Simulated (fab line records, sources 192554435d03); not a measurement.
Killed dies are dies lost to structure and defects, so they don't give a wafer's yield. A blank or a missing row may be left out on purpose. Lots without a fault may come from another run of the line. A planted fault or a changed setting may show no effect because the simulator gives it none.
fab line records | flow n5_finfet | part 2 of 2: steps 5 to 6 of 6
record lots=23 wafers=69 last_day=17
route steps=1938 shown BEOL_M3@971 BEOL_M4@1038
lots that met no fault: from a run of the same line without faults
start_h: hours from the record's first day to the start of the lot's first wafer shown | wait_h: hours since the lot's step before | " the same as in the row above | L1.1+2: a row that stands for several wafers | - no value, or no start given | * or withheld: withheld | < > ~ a bound
route shown NAME@n: a module of which the file shows steps, and the number in the route of the first | usual: mean/standard deviation of fault-free wafers | same: alike in all rows | chamber/n: place in a boat | sites: the reading at each site | _std_site: their standard deviation | _edge_site: outer sites' mean less inner sites' | radius_mm: how far each site lies from the wafer's centre | mask NAME#n: copy n | behind: the tool/chamber that last shaped the wafer | hold: why the lot was held/for how many hours/how that ended | device: the transistor (n, p or np) that didn't switch | end of line: the same wafers' tests at the end of the route | a step without rows: its recipe alone | killed: dies lost to structure and defects at the first sort, not the wafer's yield | map: a wafer's dies, x killed, . not, _ none there
set.NAME: the setting as run; set.NAME@STEP: as run at that earlier step | model.NAME: the simulator's own value behind a step, which no gauge read
steps of the route over a sample of lots; a table a step, a row a wafer
services: from which hour (start_h, from the record's first day; less than 0 if before it) a tool's chamber was out of use, for how many hours, and why
## steps
# step N5_BEOL_M3_SPUTTER_90
# recipe material=Cu target_thk_a=45 temp_c=-20 chamber_pressure_pa=0.07 power_w=withheld time_s=8.29
# usual chuck_gas_flow_sccm=1.25/0.049 throttle_valve_pct=30.1/0.44
# columns lot.wafer tool chamber start_h wait_h chuck_gas_flow_sccm throttle_valve_pct
L075.1 pvd_sputter-01 - 153.06 0.1 1.22 29.8
L075.4 " - " " 1.24 29.9
L075.5 " - " " 1.32 30.0
L074.1 pvd_sputter-02 - 155.30 0.1 1.27 30.0
L074.3 " - " " 1.19 29.7
L074.6 " - " " 1.29 30.4
L076.2 pvd_sputter-01 - 159.31 0.1 1.19 30.0
L076.3 " - " " 1.33 29.8
L076.6 " - " " 1.26 29.6
L077.3 pvd_sputter-03 - 169.97 0.1 1.33 30.1
L077.4 " - " " 1.30 30.0
L077.6 " - " " 1.20 30.5
L078.1 pvd_sputter-01 - 173.39 0.1 1.31 29.9
L078.3 " - " " 1.29 30.9
L078.5 " - " " 1.27 30.9
L079.1 pvd_sputter-01 - 181.19 0.1 1.26 29.4
L079.5 " - " " 1.12 30.7
L079.6 " - " " 1.26 29.5
L080.1 pvd_sputter-02 - 186.00 0.1 1.15 30.4
L080.4 " - " " 1.12 29.8
L080.6 " - " " 1.26 30.1
L081.4 pvd_sputter-03 - 198.61 0.1 1.40 29.8
L081.5 " - " " 1.23 30.3
L081.6 " - " " 1.21 30.6
L083.1 pvd_sputter-03 - 201.75 0.1 1.29 30.4
L083.2 " - " " 1.31 30.2
L083.4 " - " " 1.29 29.8
L082.2 pvd_sputter-01 - 201.85 0.1 1.27 29.8
L082.3 " - " " 1.25 29.6
L082.6 " - " " 1.17 29.8
L084.1 pvd_sputter-02 - 205.02 0.1 1.27 30.3
L084.2 " - " " 1.24 29.6
L084.3 " - " " 1.19 30.4
L085.2 pvd_sputter-03 - 221.35 0.1 1.19 30.5
L085.3 " - " " 1.24 30.2
L085.4 " - " " 1.25 29.8
L086.2 pvd_sputter-02 - 227.91 0.1 1.24 29.8
L086.3 " - " " 1.24 30.7
L086.5 " - " " 1.27 30.7
L087.2 pvd_sputter-01 - 228.56 0.1 1.29 30.7
L087.3 " - " " 1.35 30.0
L087.6 " - " " 1.21 31.0
L089.3 pvd_sputter-02 - 241.14 0.1 1.27 30.1
L089.5 " - " " 1.20 30.0
L089.6 " - " " 1.28 29.3
L091.2 pvd_sputter-01 - 252.18 0.1 1.23 30.9
L091.5 " - " " 1.25 29.7
L091.6 " - " " 1.33 30.2
L092.1 pvd_sputter-02 - 258.93 0.1 1.20 29.3
L092.4 " - " " 1.31 30.2
L092.6 " - " " 1.29 29.8
L090.2 pvd_sputter-01 - 259.07 0.1 1.20 30.1
L090.5 " - " " 1.30 29.6
L090.6 " - " " 1.25 30.7
L093.3 pvd_sputter-03 - 282.61 0.1 1.28 30.2
L093.4 " - " " 1.15 29.8
L093.6 " - " " 1.23 30.5
L095.1 pvd_sputter-01 - 285.52 0.1 1.20 31.0
L095.2 " - " " 1.26 30.1
L095.4 " - " " 1.23 29.7
L094.1 pvd_sputter-03 - 285.70 0.1 1.29 29.9
L094.2 " - " " 1.31 30.1
L094.6 " - " " 1.33 29.5
L096.2 pvd_sputter-02 - 285.84 0.1 1.24 30.0
L096.4 " - " " 1.24 30.5
L096.5 " - " " 1.33 30.9
L097.1 pvd_sputter-01 - 287.36 0.1 1.24 29.6
L097.2 " - " " 1.28 30.6
L097.5 " - " " 1.25 30.9
# step N5_BEOL_M4_ETCH_74
# recipe chemistry=N2/H2 target=underlayer target_depth_a=65 mask_material=CAR-EUV time_s=5.2 ion_energy_ev=200 pressure_mtorr=30 source_w=840 bias_w=150 n2_flow_sccm=200 h2_flow_sccm=200 ends=cleared
# usual drypump_motor_current_A=5.6/0.49 etch_rf_on_time_s=5.17/0.094 n2_flow_sccm=199.9/0.62 oes_product_au=0.70/0.076 rf_vpp_V=523.9/2 showerhead_plenum_p_Torr=2.54/0.062 throttle_valve_pct=17.83/0.19
# columns lot.wafer tool chamber start_h wait_h drypump_motor_current_A etch_rf_on_time_s n2_flow_sccm oes_product_au rf_hours_counter_h rf_vpp_V showerhead_plenum_p_Torr throttle_valve_pct
L075.1 rie_diel-02 0 157.10 0.0 5.0 5.31 200.4 0.56 249 520.2 2.40 18.12
L075.4 " 3 " " 5.9 5.11 199.4 0.77 35 528.9 2.70 17.59
L075.5 " 2 " " 5.0 5.14 198.8 0.69 - 524.7 2.57 18.04
L074.1 rie_diel-06 2 158.42 0.0 6.1 5.35 200.6 0.73 34 523.0 2.49 17.75
L074.3 " 1 " " 5.3 5.29 199.7 0.78 10 525.6 2.60 17.78
L074.6 " 1 " " 5.3 5.27 200.4 0.78 - 526.2 2.60 17.74
L076.2 rie_diel-06 0 163.45 0.0 5.8 5.11 199.8 0.62 199 521.2 2.52 17.88
L076.3 " 2 " " 6.1 5.29 199.7 0.73 35 523.0 2.49 17.74
L076.6 " 0 " " 5.8 5.15 198.8 0.61 - 522.6 2.52 17.87
L077.3 rie_diel-04 2 172.84 0.0 5.2 5.02 200.0 0.77 41 526.0 2.58 17.53
L077.4 " 0 " " 6.3 5.16 200.0 0.72 53 525.5 2.58 17.32
L077.6 " 1 " " 5.5 5.18 201.1 0.61 - 524.7 2.52 18.04
L078.1 rie_diel-04 1 176.99 0.0 5.5 5.18 200.2 0.62 199 523.8 2.52 18.03
L078.3 " 3 " " 5.5 5.15 199.8 0.68 111 524.6 2.56 17.89
L078.5 " 2 " " 5.2 4.96 200.4 0.77 - 525.5 2.58 17.53
L079.1 rie_diel-02 3 184.76 0.0 5.9 5.05 199.4 0.76 46 528.1 2.70 17.62
L079.5 " 2 " " 4.9 5.10 199.5 0.68 - 525.4 2.56 18.09
L079.6 " 1 " " 6.7 5.10 199.9 0.79 - 522.0 2.49 17.69
L080.1 rie_diel-02 1 189.36 0.0 6.7 5.21 199.8 0.77 30 523.1 2.49 17.71
L080.4 " 3 " " 5.9 5.17 200.1 0.75 47 529.5 2.70 17.63
L080.6 " 0 " " 5.0 5.25 199.5 0.81 - 527.3 2.71 17.70
L081.4 rie_diel-06 2 203.73 0.0 6.1 5.25 200.7 0.71 51 523.0 2.48 17.80
L081.5 " 3 " " 5.0 5.29 199.4 0.60 - 521.0 2.52 18.15
L081.6 " 0 " " 5.8 5.16 199.5 0.60 - 522.2 2.52 17.90
L083.1 rie_diel-06 1 204.46 0.0 5.3 5.24 200.3 0.76 21 527.4 2.60 17.77
L083.2 " 0 " " 5.8 5.11 198.5 0.60 214 524.7 2.52 17.89
L083.4 " 3 " " 5.0 5.30 200.7 0.60 234 522.0 2.52 18.17
L082.2 rie_diel-06 2 206.57 0.0 6.1 5.27 199.9 0.70 52 522.3 2.48 17.79
L082.3 " 1 " " 5.3 5.19 200.0 0.77 21 525.2 2.60 17.77
L082.6 " 0 " " 5.8 5.06 200.2 0.61 - 523.7 2.52 17.91
L084.1 rie_diel-04 1 208.51 0.0 5.5 5.23 200.8 0.61 208 523.5 2.52 18.06
L084.2 " 3 " " 5.5 5.16 200.0 0.67 122 524.4 2.55 17.90
L084.3 " 0 " " 6.3 5.15 200.4 0.71 65 525.3 2.58 17.32
L085.2 rie_diel-06 3 224.09 0.0 5.0 5.26 199.5 0.60 242 523.0 2.51 18.16
L085.3 " 2 " " 6.1 5.23 200.4 0.70 60 521.0 2.47 17.82
L085.4 " 3 " " 5.0 5.32 200.0 0.59 - 524.6 2.52 18.17
L086.2 rie_diel-06 3 230.58 0.0 5.0 5.25 200.1 0.60 245 520.9 2.51 18.18
L086.3 " 2 " " 6.1 5.29 199.0 0.70 63 523.7 2.47 17.81
L086.5 " 2 " " 6.1 5.26 199.3 0.70 - 522.3 2.47 17.83
L087.2 rie_diel-06 3 233.06 0.0 5.0 5.24 199.4 0.60 246 523.3 2.51 18.18
L087.3 " 1 " " 5.3 5.24 200.2 0.75 29 525.0 2.60 17.77
L087.6 " 1 " " 5.3 5.22 200.4 0.74 - 524.7 2.59 17.80
L089.3 rie_diel-06 1 244.25 0.0 5.3 5.18 199.3 0.74 34 523.7 2.59 17.80
L089.5 " 1 " " 5.3 5.20 199.3 0.74 - 526.1 2.59 17.77
L089.6 " 2 " " 6.1 5.19 199.9 0.69 - 523.7 2.47 17.82
L091.2 rie_diel-06 1 255.73 0.0 5.3 5.25 199.6 0.72 41 526.6 2.59 17.80
L091.5 " 1 " " 5.3 5.29 199.0 0.73 - 525.1 2.59 17.80
L091.6 " 0 " " 5.8 5.18 200.2 0.60 - 522.1 2.51 17.95
L092.1 rie_diel-02 2 261.48 0.0 5.0 5.16 199.6 0.66 125 524.9 2.56 18.11
L092.4 " 0 " " 5.0 5.23 200.4 0.77 19 528.9 2.71 17.70
L092.6 " 0 " " 5.0 5.25 200.3 0.77 - 528.7 2.71 17.72
L090.2 rie_diel-06 0 262.72 0.0 5.8 5.12 200.5 0.59 240 522.1 2.51 17.95
L090.5 " 1 " " 5.3 5.27 199.4 0.73 - 524.0 2.59 17.82
L090.6 " 2 " " 6.1 5.21 200.7 0.69 - 522.1 2.47 17.83
L093.3 rie_diel-06 1 285.33 0.0 5.3 5.27 200.7 0.72 50 526.5 2.59 17.82
L093.4 " 2 " " 6.1 5.19 199.9 0.68 85 521.5 2.46 17.85
L093.6 " 2 " " 6.1 5.17 200.8 0.68 - 522.6 2.47 17.87
L095.1 rie_diel-06 1 288.84 0.0 5.3 5.31 199.9 0.72 51 525.5 2.58 17.83
L095.2 " 0 " " 5.8 5.15 199.0 0.58 249 523.6 2.50 17.97
L095.4 " 3 " " 5.0 4.96 198.8 0.84 9 522.4 2.51 17.76
L094.1 rie_diel-04 0 289.10 0.0 6.3 5.22 200.4 0.67 98 524.1 2.56 17.39
L094.2 " 2 " " 5.1 5.04 198.7 0.73 85 525.7 2.56 17.62
L094.6 " 3 " " 5.5 5.17 200.8 0.64 - 523.4 2.54 17.96
L096.2 rie_diel-06 3 289.24 0.0 5.0 5.00 200.7 0.83 10 523.5 2.51 17.74
L096.4 " 1 " " 5.3 5.23 201.5 0.71 51 525.8 2.58 17.80
L096.5 " 2 " " 6.1 5.26 200.5 0.68 - 522.6 2.46 17.84
L097.1 rie_diel-06 1 290.34 0.0 5.3 5.26 200.6 0.72 52 525.9 2.58 17.84
L097.2 " 0 " " 5.8 5.14 199.0 0.58 249 521.1 2.50 17.93
L097.5 " 1 " " 5.3 5.28 200.8 0.72 - 522.5 2.58 17.85
## services
# columns tool chamber start_h hours kind
rie_diel-06 - 153.59 1.2 repair
pvd_sputter-01 - 164.86 1.5 repair
rie_diel-06 1 175.24 16.7 repair
rie_diel-01 3 177.08 - clean
rie_diel-01 3 177.08 - consumable_replace:focus_ring
rie_diel-01 3 177.08 12.5 scheduled_down
rie_diel-01 3 177.08 12.5 vent_cycle
ald_metal-03 - 178.01 2.8 pm
pvd_sputter-02 - 187.05 3.7 repair
rie_diel-02 3 196.56 2.4 repair
rie_diel-02 - 217.41 0.9 repair
rie_diel-02 - 221.67 28.1 pm
ald_metal-03 2 227.07 25.8 repair
rie_diel-01 - 232.90 2.8 pm
rie_diel-06 3 240.20 - clean
rie_diel-06 3 240.20 - consumable_replace:focus_ring
rie_diel-06 3 240.20 19.6 scheduled_down
ald_metal-02 3 241.36 4.2 repair
rie_diel-03 2 248.66 32.5 repair
rie_diel-05 - 255.94 4.4 repair
rie_diel-03 3 261.12 1.6 repair
rie_diel-05 - 265.35 34.4 repair
ald_metal-04 3 282.39 4.5 repair
rie_diel-04 1 283.96 9.8 repair
